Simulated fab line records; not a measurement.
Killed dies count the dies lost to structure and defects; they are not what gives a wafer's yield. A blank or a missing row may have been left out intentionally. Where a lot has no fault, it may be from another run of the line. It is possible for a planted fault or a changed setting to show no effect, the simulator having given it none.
Which tool did it?	flow n5-finfet	57 wafers from 19 lots sampled at 5 of the route's 1938 steps

WHAT THE GAUGES READ, wafer by wafer
N5_BEOL_M0_RS_MEAS_126: a four-point-probe measurement. Usual: for M0_RS the level is 0.531 ohm/sq and the standard deviation is 0.018.
lot	measured	on	M0_RS (ohm/sq)	flag
L074	day 6 10:27	film-metro-02	0.571 0.544 0.499	
L075	day 6 11:44	film-metro-01	0.526 0.516 0.505	
L077	day 6 15:05	film-metro-02	0.542 0.538 0.494	
L078	day 7 01:23	film-metro-02	0.538 0.515 0.520	
L079	day 7 07:24	film-metro-01	0.550 0.537 0.528	
L080	day 7 10:06	film-metro-02	0.557 0.522 0.541	
L081	day 7 16:54	film-metro-02	0.503 0.517 0.520	
L082	day 8 01:30	film-metro-02	0.517 0.526 0.519	
L083	day 8 05:04	film-metro-01	0.532 0.530 0.514	
L084	day 8 13:46	film-metro-01	0.541 0.540 0.514	
L085	day 8 20:38	film-metro-02	0.552 0.521 0.528	
L086	day 8 23:10	film-metro-02	0.506 0.547 0.548	
L087	day 9 02:01	film-metro-01	0.557 0.554 0.519	
L090	day 9 23:07	film-metro-02	0.521 0.543 0.521	
L093	day 10 21:11	film-metro-01	0.515 0.506 0.538	
L094	day 11 06:22	film-metro-01	0.518 0.523 0.523	
L095	day 11 12:39	film-metro-01	0.520 0.552 0.512	
L097	day 12 02:11	film-metro-01	0.562 0.562 0.513	
L096	day 12 02:16	film-metro-02	0.530 0.531 0.508	

EACH LOT AND THE TOOL THAT RAN IT (in order: tool; ch and the chambers of the sampled wafers; start)
lot	N5_BEOL_M0_SAQP_ETCH_84	N5_BEOL_M0_SAQP_ETCH_102	N5_BEOL_M0_SAQP_ETCH_73	N5_BEOL_M0_TRENCH_ETCH_107
L074	rie-diel-04 ch 0,1,3, day 5 15:46	rie-si-04 ch 1,2, day 5 17:24	rie-diel-05 ch 2,3, day 5 19:30	rie-diel-03 ch 0,1,3, day 6 07:05
L075	rie-diel-05 ch 1,2, day 5 18:53	rie-si-06 ch 0,1,3, day 5 20:46	rie-diel-04 ch 1,3, day 5 23:01	rie-diel-03 ch 0,1,3, day 6 07:12
L077	rie-diel-04 ch 0,2,3, day 6 03:11	rie-si-06 ch 0,1,2, day 6 04:49	rie-diel-02 ch 0,1,2, day 6 07:09	rie-diel-03 ch 0,1,2, day 6 10:11
L078	rie-diel-05 ch 0,2,3, day 6 15:18	rie-si-06 ch 0,2,3, day 6 16:56	rie-diel-02 ch 0,2,3, day 6 19:15	rie-diel-01 ch 0,1,3, day 6 23:00
L079	rie-diel-04 ch 0,1,3, day 6 19:14	rie-si-06 ch 0,2,3, day 6 21:45	rie-diel-02 ch 2,3, day 7 00:00	rie-diel-01 ch 0,2, day 7 03:07
L080	rie-diel-05 ch 0,1,2, day 6 23:02	rie-si-04 ch 0,1,3, day 7 00:40	rie-diel-02 ch 0,1,2, day 7 03:53	rie-diel-06 ch 1,3, day 7 06:49
L081	rie-diel-05 ch 0,1,2, day 7 06:38	rie-si-04 ch 1,2,3, day 7 08:17	rie-diel-02 ch 0,1, day 7 10:23	rie-diel-03 ch 0,2, day 7 12:55
L082	rie-diel-04 ch 0,1, day 7 13:13	rie-si-04 ch 0,2,3, day 7 15:11	rie-diel-04 ch 0,2, day 7 17:29	rie-diel-06 ch 1,3, day 7 20:44
L083	rie-diel-02 ch 0,1, day 7 17:16	rie-si-01 ch 0,1,3, day 7 19:00	rie-diel-05 ch 1,2, day 7 22:38	rie-diel-01 ch 1,2, day 8 01:59
L084	rie-diel-02 ch 0,2,3, day 8 02:37	rie-si-01 ch 0,2,3, day 8 04:17	rie-diel-02 ch 0,1, day 8 06:31	rie-diel-01 ch 0,1,3, day 8 11:15
L085	rie-diel-05 ch 0,2,3, day 8 07:55	rie-si-04 ch 0,1,3, day 8 09:33	rie-diel-05 ch 0,1, day 8 12:19	rie-diel-06 ch 0,3, day 8 16:33
L086	rie-diel-02 ch 1,2,3, day 8 09:57	rie-si-04 ch 1,2,3, day 8 11:53	rie-diel-02 ch 0,1,3, day 8 14:42	rie-diel-03 ch 0,2,3, day 8 19:39
L087	rie-diel-04 ch 1,2,3, day 8 14:26	rie-si-01 ch 0,2,3, day 8 17:10	rie-diel-04 ch 0,2, day 8 20:25	rie-diel-06 ch 0,3, day 8 22:55
L090	rie-diel-05 ch 1,3, day 9 11:37	rie-si-06 ch 1,2,3, day 9 13:30	rie-diel-02 ch 0,1,3, day 9 16:07	rie-diel-01 ch 2,3, day 9 19:00
L093	rie-diel-02 ch 1,3, day 10 09:10	rie-si-01 ch 0,3, day 10 10:52	rie-diel-02 ch 0,1,3, day 10 13:05	rie-diel-01 ch 0,1,2, day 10 15:05
L094	rie-diel-02 ch 0,2,3, day 10 16:01	rie-si-01 ch 0,3, day 10 18:06	rie-diel-04 ch 0,1, day 10 20:19	rie-diel-03 ch 2,3, day 11 02:07
L095	rie-diel-04 ch 0,3, day 11 01:08	rie-si-04 ch 0,3, day 11 02:46	rie-diel-05 ch 0,3, day 11 05:29	rie-diel-06 ch 1,3, day 11 07:51
L097	rie-diel-04 ch 0,2,3, day 11 05:17	rie-si-04 ch 0,2, day 11 06:54	rie-diel-04 ch 1,2, day 11 09:24	rie-diel-03 ch 0,1,3, day 11 23:27
L096	rie-diel-04 ch 0,1, day 11 09:10	rie-si-04 ch 0,1,3, day 11 11:32	rie-diel-02 ch 0,1,3, day 11 13:47	rie-diel-01 ch 0,1,2, day 11 23:47
- N5_BEOL_M0_SAQP_ETCH_84: etches SOC in N2/H2, target depth 100 nm, overetch 20 nm, time 150 s.
- N5_BEOL_M0_SAQP_ETCH_102: etches SiO2 in CF4, target depth 4 nm, time 4.4 s.
- N5_BEOL_M0_SAQP_ETCH_73: etches SiARC in CF4, target depth 19.5 nm, time 32.5 s.
- N5_BEOL_M0_TRENCH_ETCH_107: etches SiOC in C4F6/O2, target depth 32.8 nm, time 16.4 s.

AS READ BY THE TOOLS THEMSELVES (means over the sampled wafers that have a number; for cases with no such wafer, the mark the record gives instead)
N5_BEOL_M0_SAQP_ETCH_84. Usual: drypump-motor-current-A 5.5 A, standard deviation 0.37; oes-product-au 0.69 a.u., standard deviation 0.068; rf-vpp-V 524.6 V, standard deviation 2.4; showerhead-plenum-p-Torr 2.57 Torr, standard deviation 0.087; throttle-valve-pct 17.98 %, standard deviation 0.25.
lot	tool	drypump-motor-current-A (A)	oes-product-au (a.u.)	rf-vpp-V (V)	showerhead-plenum-p-Torr (Torr)	throttle-valve-pct (%)	flag
L074	rie-diel-04	5.3	0.66	525.6	2.61	17.89	
L075	rie-diel-05	5.9	0.71	521.9	2.49	18.03	
L077	rie-diel-04	5.3	0.64	525.1	2.59	18.03	
L078	rie-diel-05	5.3	0.66	522.1	2.50	18.10	
L079	rie-diel-04	5.3	0.66	525.6	2.61	17.89	
L080	rie-diel-05	5.6	0.67	523.8	2.55	18.25	
L081	rie-diel-05	5.6	0.67	524.0	2.55	18.26	
L082	rie-diel-04	5.3	0.68	526.8	2.64	17.71	
L083	rie-diel-02	5.8	0.73	524.4	2.58	18.04	
L084	rie-diel-02	5.7	0.74	527.1	2.65	17.85	
L085	rie-diel-05	5.4	0.65	522.7	2.49	18.12	
L086	rie-diel-02	5.9	0.76	526.0	2.65	17.88	
L087	rie-diel-04	5.1	0.70	525.5	2.59	17.97	
L090	rie-diel-05	5.9	0.70	523.0	2.52	18.03	
L093	rie-diel-02	5.8	0.79	527.2	2.67	17.83	
L094	rie-diel-02	5.7	0.72	525.8	2.64	17.88	
L095	rie-diel-04	5.4	0.62	524.4	2.56	18.09	
L097	rie-diel-04	5.2	0.68	525.3	2.58	17.95	
L096	rie-diel-04	5.3	0.66	526.6	2.63	17.76	

N5_BEOL_M0_SAQP_ETCH_102. Usual: drypump-motor-current-A 6.0 A, standard deviation 0.35; oes-product-au 1.004 a.u., standard deviation 0.026; throttle-valve-pct 21.72 %, standard deviation 0.21.
lot	tool	drypump-motor-current-A (A)	oes-product-au (a.u.)	throttle-valve-pct (%)	flag
L074	rie-si-04	5.6	1.034	21.88	
L075	rie-si-06	6.1	0.983	21.69	
L077	rie-si-06	5.9	0.997	21.56	
L078	rie-si-06	5.9	0.992	21.74	
L079	rie-si-06	5.9	0.988	21.75	
L080	rie-si-04	6.3	1.002	21.69	
L081	rie-si-04	6.1	1.011	21.80	
L082	rie-si-04	6.1	1.014	21.75	
L083	rie-si-01	6.0	0.988	21.62	
L084	rie-si-01	6.0	1.020	21.57	
L085	rie-si-04	6.2	1.011	21.68	
L086	rie-si-04	6.1	1.020	21.81	
L087	rie-si-01	6.0	1.012	21.56	
L090	rie-si-06	5.8	0.981	21.82	
L093	rie-si-01	5.8	0.983	21.54	
L094	rie-si-01	5.8	0.976	21.55	
L095	rie-si-04	6.5	1.003	21.70	
L097	rie-si-04	6.0	1.018	21.74	
L096	rie-si-04	6.3	1.011	21.70	

N5_BEOL_M0_SAQP_ETCH_73. Usual: for drypump-motor-current-A, 5.6 A with a standard deviation of 0.36; for etch-rf-on-time-s, 32.5 s with a standard deviation of 0.73; for mfc-ar-sccm, 99.98 sccm with a standard deviation of 0.3; for oes-product-au, 0.68 a.u. with a standard deviation of 0.074; for rf-vpp-V, 184.5 V with a standard deviation of 1.1; for showerhead-plenum-p-Torr, 2.18 Torr with a standard deviation of 0.069; for throttle-valve-pct, 15.71 % with a standard deviation of 0.14.
lot	tool	drypump-motor-current-A (A)	etch-rf-on-time-s (s)	mfc-ar-sccm (sccm)	oes-product-au (a.u.)	rf-vpp-V (V)	showerhead-plenum-p-Torr (Torr)	throttle-valve-pct (%)	flag
L074	rie-diel-05	5.5	32.5	99.96	0.66	182.1	2.06	15.71	
L075	rie-diel-04	5.3	33.2	99.89	0.60	184.4	2.15	15.85	
L077	rie-diel-02	5.7	32.2	100.31	0.70	184.8	2.20	15.70	
L078	rie-diel-02	5.7	32.7	99.89	0.72	186.0	2.24	15.62	
L079	rie-diel-02	5.7	32.2	100.12	0.77	185.1	2.27	15.53	
L080	rie-diel-02	5.7	32.3	99.90	0.70	185.3	2.20	15.71	
L081	rie-diel-02	5.8	32.3	99.99	0.73	184.3	2.18	15.79	
L082	rie-diel-04	5.1	32.1	100.24	0.76	185.7	2.21	15.60	
L083	rie-diel-05	5.9	32.7	99.70	0.66	183.7	2.08	15.72	
L084	rie-diel-02	5.7	32.2	100.11	0.70	184.1	2.18	15.78	
L085	rie-diel-05	5.4	33.1	99.89	0.61	185.2	2.18	15.98	
L086	rie-diel-02	5.8	32.2	100.04	0.74	184.9	2.21	15.69	
L087	rie-diel-04	5.3	32.4	100.29	0.68	184.9	2.22	15.59	
L090	rie-diel-02	5.7	32.0	99.81	0.73	184.5	2.21	15.70	
L093	rie-diel-02	5.8	31.6	99.98	0.73	183.9	2.21	15.72	
L094	rie-diel-04	5.3	33.3	100.20	0.62	185.3	2.22	15.63	
L095	rie-diel-05	5.2	32.4	100.15	0.68	184.7	2.10	15.74	
L097	rie-diel-04	5.0	33.7	99.62	0.66	184.7	2.22	15.73	
L096	rie-diel-02	5.7	32.4	99.95	0.71	185.2	2.21	15.73	

N5_BEOL_M0_TRENCH_ETCH_107. Usual: C4F6_flow_sccm 10.00 sccm, standard deviation 0.03; drypump-motor-current-A 5.6 A, standard deviation 0.35; mfc-ar-sccm 299.9 sccm, standard deviation 1; oes_f_703_au 0.76 a.u., standard deviation 0.069; oes-product-au 0.76 a.u., standard deviation 0.07; rf-vpp-V 665 V, standard deviation 13; showerhead-plenum-p-Torr 2.88 Torr, standard deviation 0.071; throttle-valve-pct 20.9 %, standard deviation 0.3.
lot	tool	C4F6_flow_sccm (sccm)	drypump-motor-current-A (A)	mfc-ar-sccm (sccm)	oes_f_703_au (a.u.)	oes-product-au (a.u.)	rf-vpp-V (V)	showerhead-plenum-p-Torr (Torr)	throttle-valve-pct (%)	flag
L074	rie-diel-03	10.01	5.4	300.9	0.73	0.74	671	2.89	21.0	
L075	rie-diel-03	9.97	5.4	300.2	0.72	0.74	672	2.89	21.0	
L077	rie-diel-03	9.97	5.8	300.4	0.71	0.74	676	2.88	21.0	
L078	rie-diel-01	9.97	5.6	299.8	0.85	0.85	667	2.92	20.7	
L079	rie-diel-01	9.99	5.7	299.5	0.82	0.80	669	2.97	20.7	
L080	rie-diel-06	10.00	5.3	299.6	0.75	0.72	639	2.96	21.3	
L081	rie-diel-03	10.02	6.0	300.9	0.70	0.70	670	2.86	21.0	
L082	rie-diel-06	10.04	5.3	300.3	0.74	0.71	638	2.95	21.3	
L083	rie-diel-01	10.00	5.6	299.1	0.70	0.71	675	2.93	21.2	
L084	rie-diel-01	10.01	5.6	300.4	0.84	0.83	667	2.91	20.7	
L085	rie-diel-06	10.01	5.6	299.2	0.81	0.79	645	2.82	20.9	
L086	rie-diel-03	9.98	5.6	300.1	0.69	0.71	666	2.86	21.1	
L087	rie-diel-06	9.99	5.4	300.9	0.78	0.75	640	2.90	21.1	
L090	rie-diel-01	10.01	5.6	300.5	0.72	0.73	674	2.88	21.0	
L093	rie-diel-01	9.99	5.6	299.7	0.75	0.75	671	2.94	20.9	
L094	rie-diel-03	10.00	5.9	299.6	0.70	0.69	666	2.81	20.9	
L095	rie-diel-06	9.96	5.3	300.7	0.72	0.70	640	2.94	21.4	
L097	rie-diel-03	9.99	5.4	300.2	0.76	0.78	671	2.87	20.9	
L096	rie-diel-01	9.99	5.6	300.5	0.83	0.84	670	2.94	20.7	

THE ANSWER, worked out from the rows above alone
Rule: lot off if the mean of its wafers having a number is beyond 3 standard deviations from the usual mean. Also off: a lot with no number at a reading for which 4 or more lots have one. The other lots that the step has rows for count as sound. Order of review: gauges by route order, followed by the tools' own readings, for which a lot's mean as printed above is used. At the first step where some lot is off, the reading lying furthest off is the one used; lots without a number count as furthest.
No lot is off on any of the readings shown, so nothing can be concluded from this.

WHAT WAS PUT IN BY THE SIMULATOR
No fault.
